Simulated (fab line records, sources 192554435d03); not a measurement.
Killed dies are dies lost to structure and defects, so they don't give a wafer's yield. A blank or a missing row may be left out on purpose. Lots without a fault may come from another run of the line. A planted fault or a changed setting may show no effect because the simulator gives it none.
Chamber matching | flow n5_finfet | N5_BEOL_M9_CMP_52 on cmp-02: 4 sister chambers
The step polishes, stops on SiCOH lowk, t overpolish 7 s, target thk 140 nm. 22 wafers are shown with their chamber, then 11 later ones without.

WAFERS WITH THEIR CHAMBER
wafer  | chamber | motor_current_A (A) | time_to_endpoint_s (s) | barrier_field_endpoint_s (s)
L077.1 | 1       | 5.7                 | 63                     | 28.0
L077.5 | 2       | 6.1                 | 65                     | 28.9
L077.6 | 3       | 5.5                 | 68                     | 29.5
L078.1 | 2       | 6.4                 | 64                     | 28.1
L078.3 | 3       | 5.6                 | 68                     | 29.7
L078.6 | 1       | 5.7                 | 64                     | 28.7
L079.3 | 2       | 5.9                 | 66                     | 28.1
L079.4 | 0       | 6.9                 | 64                     | 28.7
L079.6 | 1       | 5.6                 | 61                     | 27.4
L081.2 | 0       | 6.9                 | 63                     | 28.7
L081.4 | 3       | 5.8                 | 66                     | 29.8
L081.5 | 1       | 5.5                 | 63                     | 28.3
L080.3 | 2       | 6.1                 | 67                     | 29.8
L080.4 | 1       | 5.2                 | 63                     | 28.7
L080.5 | 0       | 6.7                 | 61                     | 29.1
L085.3 | 2       | 6.2                 | 72                     | 30.5
L085.4 | 0       | 6.3                 | 68                     | 30.5
L085.5 | 3       | 6.0                 | 72                     | 31.7
L087.1 | 2       | 6.2                 | 68                     | 29.3
L087.2 | 3       | 5.7                 | 74                     | 30.4
L087.3 | 1       | 5.4                 | 64                     | 29.7
L086.3 | 1       | 5.7                 | 63                     | 27.8

SIGNATURES (means of the wafers above)
reading                  | chamber 0 | chamber 1 | chamber 2 | chamber 3 | scatter within a chamber
motor_current_A          | 6.700     | 5.543     | 6.150     | 5.720     | 0.203
time_to_endpoint_s       | 64.00     | 63.00     | 67.00     | 69.60     | 2.53
barrier_field_endpoint_s | 29.250    | 28.371    | 29.117    | 30.220    | 0.86
Rule: a wafer's distance from a chamber is the root of the sum, over the readings, of the square of ((its reading less the chamber's mean) divided by the reading's scatter). The wafer belongs to the nearest chamber; if the next one is less than 2 further off, it can't be placed. The scatter: the root of (the sum of the squares of (reading less its chamber's mean) over the shown wafers, divided by (wafers less chambers)).

WAFERS WITHOUT THEIR CHAMBER
wafer  | motor_current_A (A) | time_to_endpoint_s (s) | barrier_field_endpoint_s (s)
L086.4 | 5.6                 | 72                     | 29.7
L086.6 | 5.6                 | 63                     | 27.7
L093.1 | 6.5                 | 63                     | 28.5
L093.5 | 5.4                 | 63                     | 29.3
L093.6 | 6.2                 | 67                     | 29.4
L092.4 | 5.7                 | 70                     | 29.2
L092.5 | 6.2                 | 68                     | 29.3
L092.6 | 5.9                 | 69                     | 30.0
L097.1 | 6.4                 | 62                     | 27.6
L097.2 | 5.6                 | 64                     | 27.8
L097.3 | 5.4                 | 73                     | 30.0

WHICH CHAMBER EACH WENT THROUGH
wafer  | from the rows above          | in truth
L086.4 | 3                            | 3
L086.6 | 1                            | 1
L093.1 | can't be placed: 0 or 2      | 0
L093.5 | can't be placed: 1 or 3      | 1
L093.6 | 2                            | 2
L092.4 | can't be placed: 3 or 2 or 1 | 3
L092.5 | 2                            | 2
L092.6 | can't be placed: 3 or 2      | 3
L097.1 | can't be placed: 0 or 2 or 1 | 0
L097.2 | 1                            | 1
L097.3 | 3                            | 3
Placed correctly: 6 of 11. Can't be placed from these rows: 5 (the true chamber is among the candidates in 5). Placed wrongly: 0.
